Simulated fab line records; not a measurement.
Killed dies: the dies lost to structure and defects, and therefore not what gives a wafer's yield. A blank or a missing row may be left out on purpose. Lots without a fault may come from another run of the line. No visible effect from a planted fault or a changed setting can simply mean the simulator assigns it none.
Struck lot and sound lot, side by side -- flow nand-harc -- 15 out of 1159 route steps
Sound: the wafers L482.3, L482.5, L482.6. The struck wafers were L480.3, L480.4, L480.5. The cause is given at the end.
At each step with rows: each side's tool, then ch and its chambers, then its first start. Under that, the readings that differ: sound wafers -- struck wafers -- difference of the means -- sigmas: that difference in standard deviations of wafers without a fault.
alike: a reading whose means differ by less than 2 such deviations, as well as words and numbers matching on both sides. not compared: withheld readings; readings where some wafer has no value; bounds like >300 that might hide an equal value; numbers whose values overlap and for which the record gives no deviation.
A row with sigmas, a row that says differs or no value, or rows on one side alone: a step with any of these is where the two part. Non-overlapping numbers with no deviation appear without sigmas and do not part them. Lack of a reading on every wafer of one side parts them only where that side has two or more wafers.

first, 1 step without rows for these wafers: NHARC_P_CONTACT_DESCUM_17 (chemistry O2, time 3 s).
NHARC_P_CONTACT_ETCH_35: etches the open film in CF4, target depth 39 nm, time 65 s.
  sound on rie-diel-04 ch 1,2, day 11 02:12; struck on rie-diel-04 ch 1,2, day 10 02:31
  alike: bias-w, drypump-motor-current-A, oes-product-au, rf-fwd-power-W, rf-vpp-V, showerhead-plenum-p-Torr, throttle-valve-pct
  not compared: rf-hours-counter-h
NHARC_P_CONTACT_ETCH_36: etches the open film in N2/H2, target depth 260 nm, time 406.25 s.
  sound: rie-diel-04 ch 1,2; struck: rie-diel-04 ch 2,3
  alike: bias-w, drypump-motor-current-A, oes-product-au, rf-fwd-power-W, rf-vpp-V, showerhead-plenum-p-Torr, throttle-valve-pct
  not compared: rf-hours-counter-h
then, 3 steps without rows for these wafers: NHARC_P_CONTACT_ETCH_18 (etches the open film in C4F8/O2/Ar, target depth 481 nm, time 240.5 s); NHARC_P_CONTACT_STRIP_37 (strips in C4F8/O2/Ar); NHARC_P_CONTACT_ETCH_31 (etches the open film in CH3F/O2, target depth 30 nm, time 85.7 s).
NHARC_P_CONTACT_CD_MEAS_19:
  sound: cd-sem-02 at day 11 03:00; struck: cd-sem-01 at day 10 03:41
  alike: cd-nm
NHARC_P_CONTACT_STRIP_28: strips in O2.
  sound on rie-diel-08 ch 0,1,2, day 11 03:06; struck on rie-diel-04 ch 0,3, day 10 03:46
reading,sound,struck,difference,sigmas
throttle-valve-pct (%),17.045 17.042 17.051,17.026 17.023 17.029,-0.020,-2
  alike: drypump-motor-current-A, oes-product-au, rf-vpp-V, showerhead-plenum-p-Torr
  not compared: rf-hours-counter-h
then, 1 step without rows for these wafers: NHARC_P_CONTACT_STRIP_29 (strips in post etch residue remover, time 1200 s).
NHARC_P_CONTACT_DEGAS_38: time 60 s.
  sound: pvd-sputter-01 at day 11 03:43; struck: pvd-sputter-03 at day 10 04:24
  alike: heater-power-w
then, 2 steps without rows for these wafers: NHARC_P_CONTACT_PRE_CLEAN_39 (time 19.5 s); NHARC_P_CONTACT_PVD_32 (deposits Ti, target thk 5 nm, time 17.7 s).
NHARC_P_CONTACT_ALD_22: deposits TiN, target thk 3 nm, pulse time 1 s, ald cycles 150.
  sound on ald-metal-04 ch 1,2, day 11 03:58; struck on ald-metal-01 ch 0,2, day 10 04:40
  no value came back on the struck wafers for ald-cycles, heater-power-outer-w (W), heater-power-w (W), precursor-pulse-height-rel; on the sound wafers ald-cycles reads 150 150 150
NHARC_P_CONTACT_CVD_23: deposits W, target thk 200 nm, time 557 s.
  sound: cvd-w-01 ch 0,1; struck: cvd-w-01 ch 0,1
  alike: chamber-pressure-Torr, heater-power-w, mfc-h2-sccm, throttle-valve-pct
-- jump in the record: it breaks off in module P_CONTACT and resumes in module END (first step shown: number 1159 of the route), and 14 days separate the struck wafers' starts before and after --
NHARC_END_SORT_01:
  sound on prober-01 ch 0, day 24 17:17; struck on prober-01 ch 0, day 23 21:51
reading,sound,struck,difference,sigmas
hold,- - -,await-dispo/1.9h/scrap await-dispo/1.9h/scrap await-dispo/1.9h/scrap,no value on the sound wafers,
killed-at-periphery,8 7 9,572 580 563,+564,+99 or more
killed-dies,22 22 34,599 605 589,+572,+64
  alike: killed-at-array, killed-at-other, killed-open, killed-short

## WHERE THEY PART
At NHARC_P_CONTACT_STRIP_28 first; at NHARC_END_SORT_01 last (within this record only).

WHY: whatever the simulator had introduced
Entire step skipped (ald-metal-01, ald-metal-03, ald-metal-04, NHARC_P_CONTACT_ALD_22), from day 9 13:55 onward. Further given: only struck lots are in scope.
